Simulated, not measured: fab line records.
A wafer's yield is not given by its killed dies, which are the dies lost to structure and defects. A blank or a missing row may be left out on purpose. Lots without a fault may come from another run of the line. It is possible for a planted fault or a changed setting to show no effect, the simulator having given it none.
Which of the tools did it? + flow nandHarc + 39 wafers from 13 lots sampled at 5 of the route's 1159 steps

== WHAT THE GAUGES READ, wafer by wafer ==
NHARC_END_SORT_01. Usual: killedAtArray 27, standard deviation 12; killedAtOther 0.9, standard deviation 1.1; killedAtPeriphery 3.2, standard deviation 2.4; killedDies 31, standard deviation 12; killedOpen 3.3, standard deviation 1.7; killedShort 2.0, standard deviation 1.6.
| lot  | measured     | on        | killedAtArray | killedAtOther | killedAtPeriphery | killedDies | killedOpen | killedShort | flag |
|------|--------------|-----------|---------------|---------------|-------------------|------------|------------|-------------|------|
| L293 | day 25 04:38 | prober-02 | 41 569 562    | 0 1 3         | 1 5 4             | 42 575 569 | 1 5 5      | 4 2 2       | OFF  |

== WHICH TOOL RAN EACH LOT (tool, then ch and the chambers of the sampled wafers, then the start) ==
| lot  | NHARC_A_STAIRCASE_ETCH_15                    | NHARC_A_STAIRCASE_ETCH_17         | NHARC_A_STAIRCASE_ETCH_19                  | NHARC_A_STAIRCASE_ETCH_25                    |
|------|----------------------------------------------|-----------------------------------|--------------------------------------------|----------------------------------------------|
| L282 | rieDiel-07 ch 1,2,3, day 10 23:28 or earlier | rieDiel-07 ch 0,1,3, day 10 23:28 | rieDiel-07 ch 0,1, no start                | rieDiel-07 ch 1,3, no start                  |
| L284 | rieDiel-07 ch 0,2,3, day 11 06:56 or earlier | rieDiel-07 ch 0,1,3, day 11 06:56 | rieDiel-07 ch 0,1,3, no start              | rieDiel-12 ch 0,2, no start                  |
| L283 | rieDiel-07 ch 0,2,3, day 11 07:30 or earlier | rieDiel-07 ch 0,3, day 11 07:30   | rieDiel-07 ch 0,2,3, no start              | rieDiel-11 ch 1,2,3, no start                |
| L286 | rieDiel-12 ch 1,2, day 11 18:56 or earlier   | rieDiel-12 ch 1,2, day 11 18:56   | rieDiel-12 ch 0,1, no start                | rieDiel-12 ch 1,2, no start                  |
| L287 | rieDiel-12 ch 0,1,3, day 11 23:47 or earlier | rieDiel-12 ch 0,1,2, day 11 23:47 | rieDiel-12 ch 0,1,3, no start              | rieDiel-12 ch 0,1,3, no start                |
| L288 | rieDiel-12 ch 0,3, day 12 15:16 or earlier   | rieDiel-12 ch 0,2, day 12 15:16   | rieDiel-12 ch 2,3, no start                | rieDiel-12 ch 0,2,3, no start                |
| L289 | rieDiel-12 ch 0,1,2, day 13 02:52 or earlier | rieDiel-12 ch 0,3, day 13 02:52   | rieDiel-12 ch 0,1,2, no start              | rieDiel-11 ch 0,1,2, no start                |
| L293 | rieDiel-12 ch 1,2, day 14 04:33 or earlier   | rieDiel-12 ch 0,2, day 14 04:33   | rieDiel-12 ch 0,3, day 25 04:38 or earlier | rieDiel-12 ch 0,1,3, day 25 04:38 or earlier |
| L299 | rieDiel-07 ch 0,1,3, day 15 02:35 or earlier | rieDiel-07 ch 0,2, day 15 02:35   | rieDiel-07 ch 1,3, no start                | rieDiel-11 ch 0,3, no start                  |
| L300 | rieDiel-07 ch 2,3, day 15 20:15 or earlier   | rieDiel-07 ch 0,2, day 15 20:15   | rieDiel-07 ch 2,3, no start                | rieDiel-12 ch 0,3, no start                  |
| L301 | rieDiel-11 ch 0,2,3, day 15 23:53 or earlier | rieDiel-11 ch 1,2,3, day 15 23:53 | rieDiel-11 ch 1,2,3, no start              | rieDiel-12 ch 0,1,3, no start                |
| L304 | rieDiel-07 ch 1,2,3, day 16 10:16 or earlier | rieDiel-07 ch 0,1,3, day 16 10:16 | rieDiel-07 ch 0,3, no start                | rieDiel-12 ch 2,3, no start                  |
| L305 | rieDiel-07 ch 0,2, day 17 06:23 or earlier   | rieDiel-07 ch 1,2, day 17 06:23   | rieDiel-07 ch 0,1, no start                | rieDiel-11 ch 0,2, no start                  |
- NHARC_A_STAIRCASE_ETCH_15: etches the open film in C4F8/O2, target depth 100 nm, time 40.5 s.
- NHARC_A_STAIRCASE_ETCH_17: etches the open film in C4F8/O2, target depth 100 nm, time 40.5 s.
- NHARC_A_STAIRCASE_ETCH_19: etches the open film in C4F8/O2, target depth 100 nm, time 40.5 s.
- NHARC_A_STAIRCASE_ETCH_25: etches the open film in C4F8/O2, target depth 100 nm, time 40.5 s.

== AS READ BY THE TOOLS THEMSELVES (means over the sampled wafers that have a number; for cases with no such wafer, the mark the record gives instead) ==
NHARC_A_STAIRCASE_ETCH_15. Usual: oesProductAu 0.942 a.u., standard deviation 0.014; rfVppV 898 V, standard deviation 4.9; runLengthS 61.5 s, standard deviation 0.46.
| lot  | tool       | oesProductAu (a.u.) | rfVppV (V) | runLengthS (s) | flag |
|------|------------|---------------------|------------|----------------|------|
| L282 | rieDiel-07 | 0.957               | 900        | 61.1           |      |
| L284 | rieDiel-07 | 0.946               | 900        | 61.4           |      |
| L283 | rieDiel-07 | 0.947               | 900        | 61.3           |      |
| L286 | rieDiel-12 | 0.969               | 901        | 61.7           |      |
| L287 | rieDiel-12 | 0.947               | 898        | 61.8           |      |
| L288 | rieDiel-12 | 0.959               | 899        | 61.8           |      |
| L289 | rieDiel-12 | 0.933               | 899        | 62.1           |      |
| L293 | rieDiel-12 | 0.935               | 901        | 62.1           |      |
| L299 | rieDiel-07 | 0.926               | 896        | 61.2           |      |
| L300 | rieDiel-07 | 0.946               | 902        | 61.3           |      |
| L301 | rieDiel-11 | 0.946               | 894        | 61.7           |      |
| L304 | rieDiel-07 | 0.945               | 899        | 61.4           |      |
| L305 | rieDiel-07 | 0.934               | 894        | 61.2           |      |

NHARC_A_STAIRCASE_ETCH_17. Usual: oesProductAu 0.942 a.u., standard deviation 0.01; rfVppV 898 V, standard deviation 4.9; runLengthS 61.4 s, standard deviation 0.44.
| lot  | tool       | oesProductAu (a.u.) | rfVppV (V) | runLengthS (s) | flag |
|------|------------|---------------------|------------|----------------|------|
| L282 | rieDiel-07 | 0.944               | 896        | 61.2           |      |
| L284 | rieDiel-07 | 0.934               | 897        | 61.3           |      |
| L283 | rieDiel-07 | 0.934               | 901        | 61.1           |      |
| L286 | rieDiel-12 | 0.944               | 901        | 61.9           |      |
| L287 | rieDiel-12 | 0.944               | 899        | 62.0           |      |
| L288 | rieDiel-12 | 0.939               | 900        | 61.3           |      |
| L289 | rieDiel-12 | 0.945               | 898        | 61.6           |      |
| L293 | rieDiel-12 | 0.942               | 900        | 54.3           | OFF  |
| L299 | rieDiel-07 | 0.937               | 898        | 61.7           |      |
| L300 | rieDiel-07 | 0.951               | 898        | 61.5           |      |
| L301 | rieDiel-11 | 0.939               | 895        | 61.4           |      |
| L304 | rieDiel-07 | 0.940               | 896        | 61.0           |      |
| L305 | rieDiel-07 | 0.941               | 894        | 61.6           |      |

NHARC_A_STAIRCASE_ETCH_19. Usual: oesProductAu 0.942 a.u., standard deviation 0.012; rfVppV 898 V, standard deviation 4.9; runLengthS 61.4 s, standard deviation 0.43.
| lot  | tool       | oesProductAu (a.u.) | rfVppV (V) | runLengthS (s) | flag |
|------|------------|---------------------|------------|----------------|------|
| L282 | rieDiel-07 | 0.954               | 894        | 61.1           |      |
| L284 | rieDiel-07 | 0.933               | 897        | 61.0           |      |
| L283 | rieDiel-07 | 0.930               | 900        | 61.1           |      |
| L286 | rieDiel-12 | 0.955               | 897        | 62.0           |      |
| L287 | rieDiel-12 | 0.955               | 898        | 61.8           |      |
| L288 | rieDiel-12 | 0.947               | 901        | 61.3           |      |
| L289 | rieDiel-12 | 0.943               | 899        | 61.7           |      |
| L293 | rieDiel-12 | 0.952               | 896        | 61.6           |      |
| L299 | rieDiel-07 | 0.955               | 896        | 61.4           |      |
| L300 | rieDiel-07 | 0.941               | 902        | 61.4           |      |
| L301 | rieDiel-11 | 0.926               | 896        | 61.3           |      |
| L304 | rieDiel-07 | 0.932               | 895        | 61.0           |      |
| L305 | rieDiel-07 | 0.934               | 891        | 61.1           |      |

NHARC_A_STAIRCASE_ETCH_25. Usual: oesProductAu 0.944 a.u., standard deviation 0.011; rfVppV 898 V, standard deviation 4.6; runLengthS 61.4 s, standard deviation 0.39.
| lot  | tool       | oesProductAu (a.u.) | rfVppV (V) | runLengthS (s) | flag |
|------|------------|---------------------|------------|----------------|------|
| L282 | rieDiel-07 | 0.948               | 900        | 61.0           |      |
| L284 | rieDiel-12 | 0.935               | 900        | 61.6           |      |
| L283 | rieDiel-11 | 0.941               | 896        | 61.3           |      |
| L286 | rieDiel-12 | 0.943               | 902        | 61.4           |      |
| L287 | rieDiel-12 | 0.940               | 898        | 61.7           |      |
| L288 | rieDiel-12 | 0.948               | 899        | 61.5           |      |
| L289 | rieDiel-11 | 0.944               | 896        | 61.2           |      |
| L293 | rieDiel-12 | 0.956               | 898        | 61.8           |      |
| L299 | rieDiel-11 | 0.944               | 897        | 61.4           |      |
| L300 | rieDiel-12 | 0.952               | 896        | 61.8           |      |
| L301 | rieDiel-12 | 0.942               | 898        | 61.8           |      |
| L304 | rieDiel-12 | 0.925               | 901        | 61.4           |      |
| L305 | rieDiel-11 | 0.948               | 900        | 61.4           |      |

== THE ANSWER, worked out from the rows above alone ==
Rule: lot off if the mean of its wafers having a number is beyond 3 standard deviations from the usual mean. Also off: a lot with no number at a reading for which 4 or more lots have one. Any other lot the step has rows for is counted as sound. After the gauges, taken in route order, come the tools' own readings; for these a lot's mean is taken, as printed above. At the first step where some lot is off, the reading lying furthest off is the one used; lots without a number count as furthest.
Off: L293, at NHARC_END_SORT_01 (killedDies). Neither off nor sound, because the step has no rows for them: L282, L284, L283, L286, L287, L288, L289, L299, L300, L301, L304, L305.
If a tool, at a process step before that reading, ran all the lots that are off and no sound lot after the first of them, it fits. The gauges at NHARC_END_SORT_01 aren't tried: what is off there is off at NHARC_A_STAIRCASE_ETCH_17 too, on other tools, and a gauge's error can't cause that. NHARC_A_STAIRCASE_ETCH_15 gives no start for some lots, so the hours and the order of its lots are those of NHARC_A_STAIRCASE_ETCH_17. NHARC_A_STAIRCASE_ETCH_19 gives no start for some lots, so the hours and the order of its lots are those of NHARC_END_SORT_01. NHARC_A_STAIRCASE_ETCH_25 gives no start for some lots, so the hours and the order of its lots are those of NHARC_END_SORT_01. One fits: rieDiel-12 at NHARC_A_STAIRCASE_ETCH_15 and NHARC_A_STAIRCASE_ETCH_17 and NHARC_A_STAIRCASE_ETCH_19 and NHARC_A_STAIRCASE_ETCH_25. It ran no sound lot before its first lot that is off in this sample, so the start can't be narrowed down.

== WHAT WAS PUT IN BY THE SIMULATOR ==
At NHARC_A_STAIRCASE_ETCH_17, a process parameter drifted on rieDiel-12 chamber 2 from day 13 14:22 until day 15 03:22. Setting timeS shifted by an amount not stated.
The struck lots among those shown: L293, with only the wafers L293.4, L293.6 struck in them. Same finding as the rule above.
